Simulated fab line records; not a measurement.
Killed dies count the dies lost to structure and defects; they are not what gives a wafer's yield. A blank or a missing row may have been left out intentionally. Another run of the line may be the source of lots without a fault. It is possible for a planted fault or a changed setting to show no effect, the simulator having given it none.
Struck lot and sound lot, side by side :: flow n5Finfet :: 37 steps out of a route of 1938
Sound: these wafers, L238.2, L238.3, L238.5. Struck: wafer L253.6; the same lot's L253.4 was not struck, so it is left out; see the end for the cause.
Per side, at each step with rows, come the tool, then ch with its chambers, and then its first start. Under that, the readings that differ: sound wafers :: struck wafers :: difference of the means :: sigmas: that difference in standard deviations of wafers without a fault.
alike: same words and numbers on both sides, and readings whose means sit less than 2 such deviations apart. not compared: any withheld reading, any reading some wafer has no value for, any bound like >300 that may hide the same value, and any number with overlapping values for which the record gives no deviation.
The two part at a step that has a row with sigmas, a row that says differs or no value, or rows on one side only. Non-overlapping numbers with no deviation appear without sigmas and do not part them. Lack of a reading on every wafer of one side parts them only where that side has two or more wafers.

first, 11 steps without rows for these wafers: N5_MOL_CONTACT_COAG_VIA_ETCH_117 (etches SiO2 in C4F6/O2, target depth 40 nm, overetch 8 nm, time 26 s); N5_MOL_CONTACT_COAG_ETCH_124 (etches SiNx in CH3F/O2, stops on SiOC, target depth 6.5 nm); N5_MOL_CONTACT_COAG_ETCH_48 (etches SiOC in C4F6/O2, target depth 15 nm, overetch 4.5 nm, time 17 s); N5_MOL_CONTACT_COAG_STRIP_72 (strips in N2/H2); N5_MOL_CONTACT_COAG_STRIP_49 (strips in N2/H2, time 30 s); N5_MOL_CONTACT_COAG_PRECLEAN_138 (cleans in alkaline clean, time 60 s); N5_MOL_CONTACT_COAG_SRD_139 (time 30 s); N5_MOL_CONTACT_COAG_PRE_CLEAN_121; N5_MOL_CONTACT_COAG_CVD_140 (deposits W, target thk 66.5 nm, time 215 s); N5_MOL_CONTACT_COAG_PRECLEAN_127 (cleans in DIW, time 57.5 s); N5_MOL_CONTACT_COAG_SRD_128 (dry time 32 s).
N5_MOL_CONTACT_COAG_CMP_52: polishes, stops on SiO2, t overpolish 1.5 s, target thk 66.5 nm.
  sound on cmp-01 ch 1,3, day 5 23:55; struck on cmp-01 ch 2, day 9 19:53
reading: overpolishRunS (s)
sound: 1.494 1.518 1.501
struck: 0.038
difference: -1.466
sigmas: -99 or more

reading: timeToEndpointS (s)
sound: 15.6 15.5 16.1
struck: 26.0
difference: +10.3
sigmas: +4
  alike: headPressurePsi, motorCurrentA, retainingRingPressureFrac, slurryFilterDpKPa
  not compared: padLifeWafers
then, 1 step without rows for these wafers: N5_MOL_CONTACT_COAG_ANNEAL_112 (time 1800 s).
N5_MOL_CONTACT_COAG_INSPECT_97: inspects for defects (darkfield).
  struck on defectInspect-02, day 9 23:17; sound on defectInspect-01, day 6 03:44
reading: rawDefectCount
sound: 58 50 49
struck: 873
difference: +821
sigmas: +51
then, 21 steps without rows for these wafers: N5_BEOL_M0_SAQP_PECVD_00 (deposits SiCN from 3MS/NH3, target thk 8 nm, time 14 s); N5_BEOL_M0_SAQP_ILD_DEP_01 (deposits SiOC from DEMS/O2, target thk 45.419 nm, time 8.7 s); N5_BEOL_M0_SAQP_HM_DEP_02 (deposits TiN, target thk 12 nm); N5_BEOL_M0_SAQP_PECVD_03 (deposits SiCN from 3MS/NH3, target thk 12 nm, time 21.1 s); N5_BEOL_M0_SAQP_PECVD_96 (deposits a-Si from SiH4/He, target thk 45 nm, time 45.2 s); N5_BEOL_M0_SAQP_PECVD_97 (deposits SiNx from SiH4/NH3/N2, target thk 23 nm, time 19.9 s); N5_BEOL_M0_SAQP_PECVD_04 (deposits a-Si from SiH4/He, target thk 60 nm, time 60.2 s); N5_BEOL_M0_SAQP_HM_DEP_111 (deposits SiO2 from SiH4/N2O, target thk 12 nm, time 7.2 s); N5_BEOL_M0_SAQP_COAT_81 (time 60 s, resist thk 100 nm); N5_BEOL_M0_SAQP_COAT_82 (time 60 s, resist thk 30 nm); N5_BEOL_M0_SAQP_COAT_08 (resist thk 90 nm); N5_BEOL_M0_SAQP_EBR_10; N5_BEOL_M0_SAQP_SOFTBAKE_09 (time 60 s); N5_BEOL_M0_SAQP_EXPOSE_11 (exposes mask M0 CORE, target cd 42 nm); N5_BEOL_M0_SAQP_PEB_12 (peb time 60 s); N5_BEOL_M0_SAQP_DEVELOP_13 (develop time 30 s); N5_BEOL_M0_SAQP_DESCUM_19 (chemistry O2, time 7.9 s); N5_BEOL_M0_SAQP_ETCH_83 (etches SiARC in CF4, target depth 39 nm, time 65 s); N5_BEOL_M0_SAQP_ETCH_84 (etches SOC in N2/H2, target depth 100 nm, overetch 20 nm, time 150 s); N5_BEOL_M0_SAQP_STRIP_80 (strips in N2/H2); N5_BEOL_M0_SAQP_HM_OPEN_112 (chemistry CHF3/O2, target SiO2, stops on a-Si, target depth 12 nm, time 13.5 s).
-- a jump in the record: the struck wafers' starts before and after are 3 days apart (it breaks off in module BEOL_M0_SAQP and resumes in module BEOL_M4, where the first step shown is number 1111 of the route) --
N5_BEOL_M4_RC_MEAS_101:
  sound on prober-02 ch 0, day 8 07:23; struck on prober-02 ch 0, day 12 17:34
reading: IOFF_N (nA/um)
sound: 0.20 0.19 0.21
struck: 0.12
difference: -0.08
sigmas: -2

reading: IOFF_P (nA/um)
sound: 0.28 0.26 0.26
struck: 0.16
difference: -0.11
sigmas: -3

reading: ION_N (uA/um)
sound: 691 680 701
struck: 662
difference: -29
sigmas: -2

reading: VT_N (mV)
sound: 244 248 245
struck: 254
difference: +8
sigmas: +2

reading: VT_P (mV)
sound: -242 -243 -246
struck: -255
difference: -11
sigmas: -3
  alike: DIBL_N, DIBL_P, ION_P, SS_N, SS_P
-- a jump in the record: the struck wafers' starts before and after are 5 days apart (it breaks off in module BEOL_M4 and resumes in module PASSIVATION, where the first step shown is number 1936 of the route) --
N5_PASSIVATION_PROBE_49:
  struck on prober-02, day 17 08:02; sound on prober-01, day 12 20:54
reading: defectLimitedYield (%)
sound: 91.1 88.4 92.2
struck: 42.9
difference: -47.7
sigmas: -34

reading: killedAtContacts
sound: 19 12 11
struck: 584
difference: +570
sigmas: +90

reading: killedDies
sound: 105 137 92
struck: 674
difference: +563
sigmas: +35

reading: killedOnRim
sound: 13 19 14
struck: 152
difference: +137
sigmas: +35

reading: sortNPass
sound: 1075 1043 1088
struck: 506
difference: -563
sigmas: -35

reading: sortYieldPct (%)
sound: 91.1 88.4 92.2
struck: 42.9
difference: -47.7
sigmas: -34
  alike: killed_at_M0_to_M3, killed_at_M4_up, killedAtFrontEnd, killedAtOther, killedOpen, killedShort, sort_bin_5_function, sort_bin_6_memory

== WHERE THEY PART ==
First at N5_MOL_CONTACT_COAG_CMP_52; last, within this record, at N5_PASSIVATION_PROBE_49.

WHY: the cause the simulator had injected
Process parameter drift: cmp-01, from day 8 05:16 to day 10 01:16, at N5_MOL_CONTACT_COAG_CMP_52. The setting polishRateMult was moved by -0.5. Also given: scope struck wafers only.
